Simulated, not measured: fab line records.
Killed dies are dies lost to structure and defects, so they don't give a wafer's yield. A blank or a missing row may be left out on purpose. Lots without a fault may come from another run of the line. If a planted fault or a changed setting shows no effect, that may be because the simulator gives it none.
Which tool was responsible? + flow nand harc + 36 wafers from 12 lots sampled at 6 of the route's 1302 steps

## WHAT EACH GAUGE READ, for each wafer
NHARC_P_ZERO_WELL_CD_MEAS_11: the cd target is 500 nm.
| lot  | measured     | on        | cd nm (nm)                          |
|------|--------------|-----------|-------------------------------------|
| L143 | day 2 07:14  | cd sem-03 | 501.9 502.4 500.5                   |
| L146 | day 3 13:07  | cd sem-01 | 501.4 500.6 501.9                   |
| L151 | day 5 15:14  | cd sem-02 | 493.6 492.5 490.8 493.3 492.3 491.1 |
| L152 | day 6 01:07  | cd sem-02 | 494.5 495.1 493.7 494.4 495.2 493.4 |
| L153 | day 6 11:08  | cd sem-01 | 500.4 498.4 498.9                   |
| L154 | day 6 21:16  | cd sem-01 | 497.2 498.0 496.1                   |
| L157 | day 8 03:15  | cd sem-03 | 498.6 498.7 500.0                   |
| L160 | day 9 09:14  | cd sem-03 | 499.9 502.9 498.0                   |
| L161 | day 9 19:16  | cd sem-03 | 500.5 499.0 499.7                   |
| L162 | day 10 05:16 | cd sem-02 | 500.2 498.8 498.6                   |
| L163 | day 10 15:14 | cd sem-01 | 501.9 501.5 498.9                   |
| L164 | day 11 01:16 | cd sem-03 | 499.6 498.6 499.8                   |

NHARC_P_ZERO_WELL_CD_MEAS_24: the cd target is 720 nm.
| lot  | measured     | on        | cd nm (nm)        |
|------|--------------|-----------|-------------------|
| L143 | day 2 09:31  | cd sem-03 | 720.0 720.2 719.5 |
| L146 | day 3 14:29  | cd sem-01 | 720.9 720.1 721.2 |
| L151 | day 5 18:57  | cd sem-02 | 720.2 719.8 720.2 |
| L152 | day 6 09:04  | cd sem-01 | 718.5 719.5 719.3 |
| L153 | day 6 12:30  | cd sem-01 | 717.2 719.1 720.1 |
| L154 | day 6 22:29  | cd sem-02 | 718.1 719.3 719.6 |
| L157 | day 8 04:37  | cd sem-01 | 719.9 718.6 717.9 |
| L160 | day 9 10:35  | cd sem-03 | 719.1 720.8 720.1 |
| L161 | day 9 21:11  | cd sem-01 | 719.1 719.2 719.1 |
| L162 | day 10 06:41 | cd sem-03 | 719.5 720.5 721.0 |
| L163 | day 10 16:34 | cd sem-02 | 723.3 721.0 724.1 |
| L164 | day 11 02:37 | cd sem-01 | 722.7 721.3 722.2 |

NHARC_P_ZERO_WELL_INSPECT_43.
| lot  | measured     | on                | raw defect count |
|------|--------------|-------------------|------------------|
| L143 | day 2 14:37  | defect inspect-02 | 17 6 16          |
| L146 | day 3 19:28  | defect inspect-02 | 7 4 11           |
| L151 | day 6 00:26  | defect inspect-02 | 14 9 13          |
| L152 | day 7 10:01  | defect inspect-01 | 11 8 3           |
| L153 | day 6 17:44  | defect inspect-02 | 5 11 9           |
| L154 | day 7 03:58  | defect inspect-02 | 22 38 16         |
| L157 | day 8 09:35  | defect inspect-02 | 14 8 7           |
| L160 | day 9 15:41  | defect inspect-01 | 24 16 21         |
| L161 | day 10 02:44 | defect inspect-01 | 6 7 3            |
| L162 | day 10 15:46 | defect inspect-01 | 15 15 12         |
| L163 | day 10 21:40 | defect inspect-02 | 11 19 17         |
| L164 | day 11 07:42 | defect inspect-02 | 24 11 16         |

NHARC_END_SORT_01.
| lot  | measured     | on        | killed at array | killed at other | killed at periphery | killed dies | killed open | killed short |
|------|--------------|-----------|-----------------|-----------------|---------------------|-------------|-------------|--------------|
| L152 | day 28 16:24 | prober-02 | 47              | 1               | 2                   | 50          | 4           | 3            |

## WHAT TOOL EACH LOT RAN ON (gives the tool, then ch and the chambers of the sampled wafers, and finally the start)
| lot  | NHARC_P_ZERO_WELL_SOFTBAKE_06     | NHARC_P_ZERO_WELL_ETCH_62                     |
|------|-----------------------------------|-----------------------------------------------|
| L143 | litho track-03 ch 0, day 2 06:00  | rie diel-02 ch 0,1,3, day 2 09:31 or earlier  |
| L146 | litho track-05 ch 0, day 3 12:00  | rie diel-02 ch 0,1, day 3 14:29 or earlier    |
| L151 | litho track-05 ch 0, day 5 14:00  | rie diel-02 ch 0,2,3, day 5 18:57 or earlier  |
| L152 | litho track-05 ch 0, day 6 00:00  | rie diel-02 ch 0,1,3, day 6 09:04 or earlier  |
| L153 | litho track-03 ch 0, day 6 10:00  | rie diel-09 ch 0,1,2, day 6 12:30 or earlier  |
| L154 | litho track-02 ch 0, day 6 20:00  | rie diel-06 ch 0,2,3, day 6 22:29 or earlier  |
| L157 | litho track-03 ch 0, day 8 02:00  | rie diel-02 ch 0,2,3, day 8 04:37 or earlier  |
| L160 | litho track-05 ch 0, day 9 08:00  | rie diel-02 ch 0,2,3, day 9 10:35 or earlier  |
| L161 | litho track-05 ch 0, day 9 18:00  | rie diel-02 ch 1,2,3, day 9 21:11 or earlier  |
| L162 | litho track-05 ch 0, day 10 04:00 | rie diel-09 ch 0,3, day 10 06:41 or earlier   |
| L163 | litho track-05 ch 0, day 10 14:00 | rie diel-06 ch 0,1,3, day 10 16:34 or earlier |
| L164 | litho track-03 ch 0, day 11 00:00 | rie diel-09 ch 0,2,3, day 11 02:37 or earlier |
- NHARC_P_ZERO_WELL_SOFTBAKE_06: time 70 s.
- NHARC_P_ZERO_WELL_ETCH_62: etches the open film in CHF3/Ar, target depth 13 nm, time 6.5 s.

## AS READ BY THE TOOLS THEMSELVES (means over the sampled wafers that have a number; for cases with no such wafer, the mark the record gives instead)
NHARC_P_ZERO_WELL_SOFTBAKE_06.
| lot  | tool           | exhaust pa (Pa) | heater power total W (W) |
|------|----------------|-----------------|--------------------------|
| L143 | litho track-03 | 44.3            | 200.6                    |
| L146 | litho track-05 | 45.7            | 201.6                    |
| L151 | litho track-05 | 46.0            | 334.2                    |
| L152 | litho track-05 | 45.7            | 332.1                    |
| L153 | litho track-03 | 45.2            | 200.8                    |
| L154 | litho track-02 | 45.7            | 200.2                    |
| L157 | litho track-03 | 44.5            | 202.2                    |
| L160 | litho track-05 | 44.3            | 200.9                    |
| L161 | litho track-05 | 44.8            | 201.0                    |
| L162 | litho track-05 | 46.4            | 201.5                    |
| L163 | litho track-05 | 45.6            | 201.6                    |
| L164 | litho track-03 | 44.2            | 200.9                    |

NHARC_P_ZERO_WELL_ETCH_62.
| lot  | tool        | drypump motor current A (A) | oes product au (a.u.) | rf fwd power W (W) | rf vpp V (V) | showerhead plenum p Torr (Torr) | throttle valve pct (%) |
|------|-------------|-----------------------------|-----------------------|--------------------|--------------|---------------------------------|------------------------|
| L143 | rie diel-02 | 5.3                         | 0.928                 | 487.0              | 368.9        | 2.25                            | 20.219                 |
| L146 | rie diel-02 | 5.4                         | 0.976                 | 488.2              | 369.0        | 2.28                            | 20.213                 |
| L151 | rie diel-02 | 5.3                         | 0.967                 | 487.2              | 369.2        | 2.30                            | 20.210                 |
| L152 | rie diel-02 | 5.3                         | 0.950                 | 486.7              | 368.1        | 2.24                            | 20.228                 |
| L153 | rie diel-09 | 5.8                         | 0.971                 | 486.8              | 372.9        | 2.44                            | 20.213                 |
| L154 | rie diel-06 | 5.9                         | 0.965                 | 489.8              | 372.0        | 2.44                            | 20.218                 |
| L157 | rie diel-02 | 5.4                         | 0.975                 | 487.5              | 368.9        | 2.29                            | 20.209                 |
| L160 | rie diel-02 | 5.3                         | 0.977                 | 487.5              | 370.6        | 2.29                            | 20.217                 |
| L161 | rie diel-02 | 5.5                         | 0.945                 | 487.1              | 368.2        | 2.28                            | 20.226                 |
| L162 | rie diel-09 | 5.4                         | 0.956                 | 486.6              | 372.2        | 2.40                            | 20.223                 |
| L163 | rie diel-06 | 5.8                         | 0.968                 | 490.4              | 369.9        | 2.34                            | 20.225                 |
| L164 | rie diel-09 | 5.6                         | 0.964                 | 488.0              | 372.3        | 2.38                            | 20.214                 |

## THE ANSWER, worked out from the rows above alone
Rule: usual is defined by the lots themselves. The widest of any qualifying gaps counts: lots, ordered by their means at a reading, are off when they make up no more than a third of the lots, leave a main group of 4 or more, and stand apart from it by 3 or more times the standard deviation of that group's means. A main group is skipped when, at the precision printed for the reading in the tables above, its means are all equal. A lot without any number at a reading at which 4 lots or more have one is off too. Any other lot the step has rows for is counted as sound. First the gauges in route order, then the tools' own readings, where a lot's mean is used as printed above. At the first step where some lot is off, the reading lying furthest off is the one used; lots without a number count as furthest.
Off at NHARC_P_ZERO_WELL_SOFTBAKE_06 (heater power total W): L151, L152. Mean 201.1 W and standard deviation 0.56 in the main group.
If a tool, at that step or one of the process steps before it, ran each lot that is off and ran no sound lot following the first of them, it fits. No candidate that was tried fits.

## WHAT THE SIMULATOR PUT IN
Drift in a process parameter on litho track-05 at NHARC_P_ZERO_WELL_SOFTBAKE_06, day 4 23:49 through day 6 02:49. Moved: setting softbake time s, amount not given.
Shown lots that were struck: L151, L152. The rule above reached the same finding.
